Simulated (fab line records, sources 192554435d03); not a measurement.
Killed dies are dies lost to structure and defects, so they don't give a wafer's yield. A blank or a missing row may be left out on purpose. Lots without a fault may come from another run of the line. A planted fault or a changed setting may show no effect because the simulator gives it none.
A struck lot beside a sound one | flow n5_finfet | 38 steps out of a route of 1938
Sound: wafers L727.1, L727.3, L727.4. Struck: wafer L718.1. (L718.2 of the same lot was not struck and is left out.) The cause comes at the end.
At each step with rows: each side's tool, then ch and its chambers, then its first start. Under that, the readings that differ: sound wafers | struck wafers | difference of the means | sigmas: that difference in standard deviations of wafers without a fault.
alike: readings whose means differ by less than 2 such deviations, and words and numbers that are the same on both sides. not compared: withheld readings, readings that some wafer has no value for, bounds like >300 that may hide the same value, and numbers for which the record gives no deviation and whose values overlap.
The two part at a step that has a row with sigmas, a row that says differs or no value, or rows on one side only. Numbers that don't overlap but have no deviation are shown without sigmas and don't part them. A reading that every wafer of one side lacks parts them only if that side has two wafers or more.

first, 8 steps without rows for these wafers: N5_BEOL_M0_ANNEAL_119 (time 90 s); N5_BEOL_M0_CMP_120 (polishes, stops on SiOC, t overpolish 6.9 s); N5_BEOL_M0_PRE_CLEAN_131 (time 15 s); N5_BEOL_M0_CO_CAP_123 (material Co, precursor CCTBA/H2, target thk 2 nm, time 102.1 s); N5_BEOL_M0_PRE_CLEAN_124 (time 15 s); N5_BEOL_M0_DEP_125 (deposits SiCN from 3MS/NH3, target thk 8 nm, time 14 s); N5_BEOL_M1_ILD_DEP_00 (deposits SiOC from DEMS/O2, target thk 79 nm, time 15.3 s); N5_BEOL_M1_PECVD_72 (deposits SiO2 from TEOS/O2, target thk 16 nm, time 18 s).
N5_BEOL_M1_HM_DEP_02: deposits TiN, target thk 20 nm.
  sound on pvd_sputter-02, day 11 12:17; struck on pvd_sputter-02, day 9 08:23
  reading                                    | sound      | struck | difference | sigmas
  model.TiN_of_BEOL_M1_HM_DEP_02.thk_nm (nm) | 20 20 19.8 | 28     | +8         |
  alike: throttle_valve_pct
then, 16 steps without rows for these wafers: N5_BEOL_M1_COAT_61 (time 60 s, resist thk 60 nm); N5_BEOL_M1_COAT_62 (time 60 s, resist thk 12 nm); N5_BEOL_M1_COAT_73 (time 60 s, resist thk 5 nm); N5_BEOL_M1_COAT_05 (resist thk 30 nm); N5_BEOL_M1_EBR_07; N5_BEOL_M1_SOFTBAKE_06 (time 60 s); N5_BEOL_M1_EXPOSE_08 (exposes mask M1); N5_BEOL_M1_PEB_09 (peb time 60 s); N5_BEOL_M1_DEVELOP_10 (develop time 30 s); N5_BEOL_M1_DESCUM_16 (chemistry O2, time 7 s); N5_BEOL_M1_ETCH_74 (etches underlayer in N2/H2, target depth 6.5 nm, time 5.2 s); N5_BEOL_M1_ETCH_63 (etches SiARC in CF4, target depth 15.6 nm, time 26 s); N5_BEOL_M1_ETCH_64 (etches SOC in N2/H2, target depth 75 nm, overetch 15 nm, time 112.5 s); N5_BEOL_M1_STRIP_65 (strips in N2/H2); N5_BEOL_M1_STRIP_75 (strips in N2/H2); N5_BEOL_M1_STRIP_66 (strips in CF4).
N5_BEOL_M1_HM_OPEN_17: chemistry Cl2/BCl3, target TiN, target depth 20 nm, overetch 6 nm.
  sound on rie_metal-02 ch 0,1, day 11 13:02; struck on rie_metal-03 ch 1, day 9 09:09
  reading                  | sound             | struck | difference | sigmas
  oes_product_au (a.u.)    | 0.58 0.58 0.67    | 0.98   | +0.37      | +5
  throttle_valve_pct (%)   | 22.35 22.34 21.99 | 21.79  | -0.44      | -3
  model.etch.depth_nm (nm) | 19.94 19.9 19.85  | 26.7   | +6.8       |
  alike: bcl3_flow_sccm, drypump_motor_current_A
  not compared: rf_hours_counter_h
then, 8 steps without rows for these wafers: N5_BEOL_M1_STRIP_19 (strips in O2); N5_BEOL_M1_COAT_67 (time 60 s, resist thk 60 nm); N5_BEOL_M1_COAT_68 (time 60 s, resist thk 12 nm); N5_BEOL_M1_COAT_76 (time 60 s, resist thk 5 nm); N5_BEOL_M1_COAT_22 (resist thk 30 nm); N5_BEOL_M1_EBR_24; N5_BEOL_M1_SOFTBAKE_23 (time 60 s); N5_BEOL_M1_EXPOSE_25 (exposes mask V0, defocus 5 nm, target cd 24 nm).
N5_BEOL_M1_TRENCH_ETCH_37: etches SiOC in C4F6/O2, target depth 55.207 nm, time 29 s.
  sound on rie_diel-04 ch 1,2,3; struck on rie_diel-04 ch 0
  reading                                    | sound          | struck | difference | sigmas
  drypump_motor_current_A (A)                | 5.6 5.5 5.7    | 6.3    | +0.7       | +2
  oes_product_au (a.u.)                      | 0.66 0.77 0.79 | 0.96   | +0.22      | +3
  rf_hours_counter_h (h)                     | 244 136 127    | 3      | -166       |
  model.TiN_of_BEOL_M1_HM_DEP_02.thk_nm (nm) | 17.6 17.6 17.6 | 25.6   | +8.0       |
  alike: rf_vpp_V, showerhead_plenum_p_Torr, throttle_valve_pct
N5_BEOL_M1_OCD_MEAS_38:
  sound on ocd-01, day 11 21:18; struck on ocd-02, day 9 12:00
  reading              | sound          | struck | difference | sigmas
  trench_depth_nm (nm) | 54.6 55.1 55.0 | 50.4   | -4.5       | -7
N5_BEOL_M4_RC_MEAS_101:
  sound on prober-01 ch 0, day 13 10:13; struck on prober-02 ch 0, day 11 08:00
  reading        | sound             | struck | difference | sigmas
  IOFF_P (nA/um) | 0.198 0.176 0.160 | 0.246  | +0.068     | +2
  ION_P (uA/um)  | 450 456 454       | 471    | +18        | +3
  SS_N (mV/dec)  | 71.4 70.8 71.0    | 72.5   | +1.4       | +3
  VT_N (mV)      | 251.3 251.7 253.9 | 246.5  | -5.8       | -2
  VT_P (mV)      | -254 -255 -253    | -247   | +7         | +2
  alike: DIBL_N, DIBL_P, IOFF_N, ION_N, SS_P
-- the record jumps here: 4 days lie between the struck wafers' starts before and after (it left off in module BEOL_M4 and takes up again in module PASSIVATION, whose first step shown is number 1936 of the route) --
N5_PASSIVATION_PROBE_49:
  the record has rows for the struck wafers here (prober-01, day 15 18:46) and none for the sound ones

WHERE THEY PART
First at N5_BEOL_M1_HM_OPEN_17; last, within this record, at N5_PASSIVATION_PROBE_49.

WHY: what the simulator had put in
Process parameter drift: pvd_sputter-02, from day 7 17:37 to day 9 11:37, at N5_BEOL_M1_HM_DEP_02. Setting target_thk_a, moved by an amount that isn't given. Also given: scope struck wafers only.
